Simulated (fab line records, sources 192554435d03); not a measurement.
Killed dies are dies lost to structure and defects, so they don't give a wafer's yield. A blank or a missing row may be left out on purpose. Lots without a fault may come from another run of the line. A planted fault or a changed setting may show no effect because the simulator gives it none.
Which tool did it? | flow n5_finfet | 24 lots, 72 wafers sampled, at 4 steps of a route of 1938

WHAT THE GAUGES READ, wafer by wafer
N5_WELL_APT_CD_MEAS_08: target cd 200 nm.
lot  | measured    | on        | cd_nm (nm)
L074 | day 1 13:50 | cd_sem-03 | 200.3 199.5 198.2
L075 | day 1 19:41 | cd_sem-01 | 200.3 201.5 204.4
L076 | day 2 01:55 | cd_sem-03 | 200.7 199.7 199.9
L077 | day 2 07:41 | cd_sem-03 | 196.9 199.8 202.7
L078 | day 2 13:43 | cd_sem-02 | 199.6 201.3 201.1
L079 | day 2 19:51 | cd_sem-01 | 199.6 197.2 197.2
L080 | day 3 01:41 | cd_sem-03 | 198.1 197.8 198.8
L081 | day 3 07:56 | cd_sem-02 | 199.7 201.4 195.1
L082 | day 3 13:41 | cd_sem-01 | 201.7 205.1 201.9
L083 | day 3 19:34 | cd_sem-02 | 202.3 199.7 200.7
L084 | day 4 01:49 | cd_sem-03 | 200.0 201.9 201.8
L085 | day 4 07:41 | cd_sem-01 | 198.5 198.5 200.2
L086 | day 4 13:43 | cd_sem-01 | 198.0 200.5 197.7
L087 | day 4 19:43 | cd_sem-03 | 198.2 196.8 199.4
L088 | day 5 01:44 | cd_sem-03 | 197.9 197.1 201.6
L089 | day 5 07:37 | cd_sem-03 | 199.2 201.4 201.1
L090 | day 5 13:49 | cd_sem-03 | 201.6 203.9 200.2
L091 | day 5 19:52 | cd_sem-03 | 201.1 200.3 201.4
L092 | day 6 01:44 | cd_sem-02 | 202.7 197.7 199.5
L093 | day 6 08:13 | cd_sem-03 | 202.0 200.5 200.8
L094 | day 6 13:34 | cd_sem-01 | 197.2 201.2 199.5
L095 | day 6 19:49 | cd_sem-03 | 197.1 199.2 198.6
L096 | day 7 01:49 | cd_sem-03 | 199.8 198.9 200.7
L097 | day 7 07:34 | cd_sem-03 | 200.8 200.5 203.8

N5_WELL_APT_INSPECT_27: inspects for defects (macro).
lot  | measured    | on                | raw_defect_count
L074 | day 1 15:08 | defect_inspect-02 | 0 1 1
L075 | day 1 20:59 | defect_inspect-01 | 2 2 2
L076 | day 2 03:13 | defect_inspect-01 | 0 1 2
L077 | day 2 09:04 | defect_inspect-01 | 3 1 1
L078 | day 2 15:14 | defect_inspect-01 | 2 6 3
L079 | day 2 21:09 | defect_inspect-01 | 1 0 1
L080 | day 3 03:10 | defect_inspect-01 | 1 1 2
L081 | day 3 09:38 | defect_inspect-02 | 2 3 2
L082 | day 3 14:59 | defect_inspect-02 | 2 2 3
L083 | day 3 20:57 | defect_inspect-02 | 5 1 1
L084 | day 4 03:07 | defect_inspect-02 | 3 4 4
L085 | day 4 09:02 | defect_inspect-02 | 0 3 1
L086 | day 4 15:01 | defect_inspect-02 | 1 1 0
L087 | day 4 20:53 | defect_inspect-02 | 3 1 2
L088 | day 5 03:29 | defect_inspect-01 | 6 1 1
L089 | day 5 08:56 | defect_inspect-01 | 2 4 4
L090 | day 5 14:59 | defect_inspect-02 | 0 2 1
L091 | day 5 21:16 | defect_inspect-02 | 0 1 0
L092 | day 6 03:09 | defect_inspect-02 | 5 3 3
L093 | day 6 09:23 | defect_inspect-02 | 3 3 3
L094 | day 6 15:16 | defect_inspect-01 | 2 4 3
L095 | day 6 21:22 | defect_inspect-02 | 3 1 2
L096 | day 7 03:07 | defect_inspect-01 | 3 2 1
L097 | day 7 08:59 | defect_inspect-02 | 2 4 0

WHICH TOOL RAN EACH LOT (tool, then ch and the chambers of the sampled wafers, then the start)
lot  | N5_ZERO_LAYER_ETCH_18           | N5_WELL_APT_DESCUM_13
L074 | rie_si-04 ch 0,1, day 1 12:56   | rie_diel-01 ch 0,2,3, day 1 13:55
L075 | rie_si-04 ch 0,1, day 1 18:47   | rie_diel-02 ch 1,2, day 1 19:46
L076 | rie_si-04 ch 0,3, day 2 01:01   | rie_diel-05 ch 2,3, day 2 01:59
L077 | rie_si-03 ch 0,2,3, day 2 06:47 | rie_diel-05 ch 0,1,2, day 2 07:52
L078 | rie_si-03 ch 0,3, day 2 12:49   | rie_diel-02 ch 0,3, day 2 14:01
L079 | rie_si-02 ch 1,2,3, day 2 18:57 | rie_diel-05 ch 0,1,3, day 2 20:04
L080 | rie_si-03 ch 0,1, day 3 00:48   | rie_diel-01 ch 1,2,3, day 3 02:03
L081 | rie_si-02 ch 0,1,3, day 3 07:03 | rie_diel-05 ch 0,1,2, day 3 08:25
L082 | rie_si-04 ch 0,2,3, day 3 12:47 | rie_diel-01 ch 1,2,3, day 3 13:47
L083 | rie_si-03 ch 0,1, day 3 18:47   | rie_diel-02 ch 0,2,3, day 3 19:44
L084 | rie_si-03 ch 0,1, day 4 00:55   | rie_diel-02 ch 0,1,2, day 4 01:53
L085 | rie_si-03 ch 0,3, day 4 06:55   | rie_diel-02 ch 2,3, day 4 07:49
L086 | rie_si-03 ch 0,3, day 4 12:50   | rie_diel-02 ch 0,1,3, day 4 13:49
L087 | rie_si-02 ch 2,3, day 4 18:48   | rie_diel-02 ch 0,1,2, day 4 19:47
L088 | rie_si-04 ch 0,1,3, day 5 00:58 | rie_diel-02 ch 0,1,3, day 5 02:16
L089 | rie_si-04 ch 0,2,3, day 5 06:47 | rie_diel-02 ch 0,1,3, day 5 07:41
L090 | rie_si-02 ch 0,1,2, day 5 12:55 | rie_diel-02 ch 0,1,2, day 5 13:53
L091 | rie_si-03 ch 1,2, day 5 18:59   | rie_diel-01 ch 1,2,3, day 5 20:11
L092 | rie_si-04 ch 0,1,3, day 6 00:51 | rie_diel-02 ch 0,1,2, day 6 01:55
L093 | rie_si-04 ch 1,2,3, day 6 07:26 | rie_diel-05 ch 1,2,3, day 6 08:18
L094 | rie_si-02 ch 1,2,3, day 6 12:47 | rie_diel-01 ch 0,2,3, day 6 14:03
L095 | rie_si-04 ch 0,1,3, day 6 18:55 | rie_diel-05 ch 0,2,3, day 6 19:54
L096 | rie_si-04 ch 1,2, day 7 00:55   | rie_diel-01 ch 1,3, day 7 01:54
L097 | rie_si-03 ch 0,1,2, day 7 06:47 | rie_diel-02 ch 0,1,3, day 7 07:46
- N5_ZERO_LAYER_ETCH_18: etches Si in HBr/Cl2, target depth 120 nm, time 40 s.
- N5_WELL_APT_DESCUM_13: chemistry O2, time 7.9 s.

WHAT THE TOOLS THEMSELVES READ (means of the sampled wafers that have a number; where no wafer has one, the mark that the record gives instead)
N5_ZERO_LAYER_ETCH_18.
lot  | tool      | drypump_motor_current_A (A) | oes_product_au (a.u.) | throttle_valve_pct (%)
L074 | rie_si-04 | 6.3                         | 0.993                 | 36.4
L075 | rie_si-04 | 6.2                         | 0.999                 | 36.8
L076 | rie_si-04 | 5.8                         | 1.007                 | 36.6
L077 | rie_si-03 | 5.9                         | 1.010                 | 36.2
L078 | rie_si-03 | 6.2                         | 1.010                 | 36.0
L079 | rie_si-02 | 5.5                         | 0.986                 | 36.6
L080 | rie_si-03 | 5.9                         | 0.996                 | 36.2
L081 | rie_si-02 | 5.7                         | 0.984                 | 36.5
L082 | rie_si-04 | 5.7                         | 1.009                 | 36.4
L083 | rie_si-03 | 5.8                         | 1.005                 | 36.2
L084 | rie_si-03 | 5.9                         | 1.001                 | 36.2
L085 | rie_si-03 | 6.2                         | 1.010                 | 36.0
L086 | rie_si-03 | 6.2                         | 1.021                 | 36.3
L087 | rie_si-02 | 5.4                         | 1.002                 | 36.6
L088 | rie_si-04 | 6.1                         | 1.007                 | 36.5
L089 | rie_si-04 | 5.7                         | 1.004                 | 36.5
L090 | rie_si-02 | 5.7                         | 0.981                 | 36.7
L091 | rie_si-03 | 5.5                         | 1.005                 | 36.6
L092 | rie_si-04 | 6.1                         | 1.000                 | 36.5
L093 | rie_si-04 | 5.8                         | 1.001                 | 36.0
L094 | rie_si-02 | 5.5                         | 0.988                 | 36.6
L095 | rie_si-04 | 6.0                         | 1.002                 | 36.5
L096 | rie_si-04 | 5.6                         | 0.998                 | 35.7
L097 | rie_si-03 | 5.7                         | 0.998                 | 36.3

N5_WELL_APT_DESCUM_13.
lot  | tool        | drypump_motor_current_A (A) | oes_product_au (a.u.) | rf_vpp_V (V) | showerhead_plenum_p_Torr (Torr) | temp_c (C) | throttle_valve_pct (%)
L074 | rie_diel-01 | 5.77                        | 0.79                  | 243.1        | 2.07                            | 40.10      | 20.53
L075 | rie_diel-02 | 5.56                        | 0.77                  | 241.4        | 1.99                            | 39.99      | 20.49
L076 | rie_diel-05 | 5.68                        | 0.86                  | 242.3        | 2.12                            | 39.95      | 20.50
L077 | rie_diel-05 | 5.89                        | 0.75                  | 243.3        | 2.14                            | 40.04      | 20.54
L078 | rie_diel-02 | 5.66                        | 0.78                  | 241.6        | 2.05                            | 39.97      | 20.56
L079 | rie_diel-05 | 5.97                        | 0.79                  | 244.8        | 2.20                            | 39.97      | 20.42
L080 | rie_diel-01 | 5.63                        | 0.79                  | 243.9        | 2.10                            | 40.04      | 20.30
L081 | rie_diel-05 | 5.89                        | 0.74                  | 243.4        | 2.13                            | 39.98      | 20.55
L082 | rie_diel-01 | 5.64                        | 0.78                  | 243.1        | 2.09                            | 40.06      | 20.31
L083 | rie_diel-02 | 5.51                        | 0.81                  | 243.1        | 2.07                            | 39.96      | 20.57
L084 | rie_diel-02 | 5.64                        | 0.77                  | 242.6        | 2.01                            | 40.07      | 20.52
L085 | rie_diel-02 | 5.36                        | 0.81                  | 242.9        | 2.09                            | 39.85      | 20.61
L086 | rie_diel-02 | 5.65                        | 0.74                  | 241.6        | 2.02                            | 40.12      | 20.58
L087 | rie_diel-02 | 5.62                        | 0.76                  | 241.1        | 2.01                            | 40.14      | 20.53
L088 | rie_diel-02 | 5.63                        | 0.74                  | 241.7        | 2.02                            | 40.08      | 20.58
L089 | rie_diel-02 | 5.61                        | 0.74                  | 242.3        | 2.02                            | 40.06      | 20.59
L090 | rie_diel-02 | 5.62                        | 0.75                  | 242.3        | 2.01                            | 40.08      | 20.54
L091 | rie_diel-01 | 5.64                        | 0.76                  | 243.1        | 2.09                            | 39.94      | 20.34
L092 | rie_diel-02 | 5.60                        | 0.76                  | 241.1        | 2.01                            | 39.94      | 20.54
L093 | rie_diel-05 | 5.73                        | 0.79                  | 243.4        | 2.16                            | 39.81      | 20.53
L094 | rie_diel-01 | 5.75                        | 0.84                  | 242.9        | 2.06                            | 39.98      | 20.45
L095 | rie_diel-05 | 5.88                        | 0.77                  | 243.8        | 2.14                            | 39.87      | 20.50
L096 | rie_diel-01 | 5.36                        | 0.81                  | 243.7        | 2.14                            | 39.97      | 20.29
L097 | rie_diel-02 | 5.63                        | 0.72                  | 242.3        | 2.02                            | 40.06      | 20.61

THE ANSWER, worked out from the rows above alone
Rule: what is usual is taken from the lots themselves. Put in order of their means at a reading, lots are off if they are a third of the lots or fewer, leave a main group of 4 or more, and stand apart from it by a gap of 3 or more times the standard deviation of the main group's means; of several such gaps the widest counts. A main group whose means are all the same, to the digits that the tables above print for the reading, isn't used. A lot without any number at a reading at which 4 lots or more have one is off too. The other lots that the step has rows for count as sound. The gauges are gone through in route order, then the tools' own readings, and for those a lot's mean is taken as printed above. The first step at which some lot is off is used, and at that step the reading that is off furthest; a lot without a number counts as furthest.
No lot is off at any reading shown: from this, nothing can be told.

WHAT THE SIMULATOR HAD PUT IN
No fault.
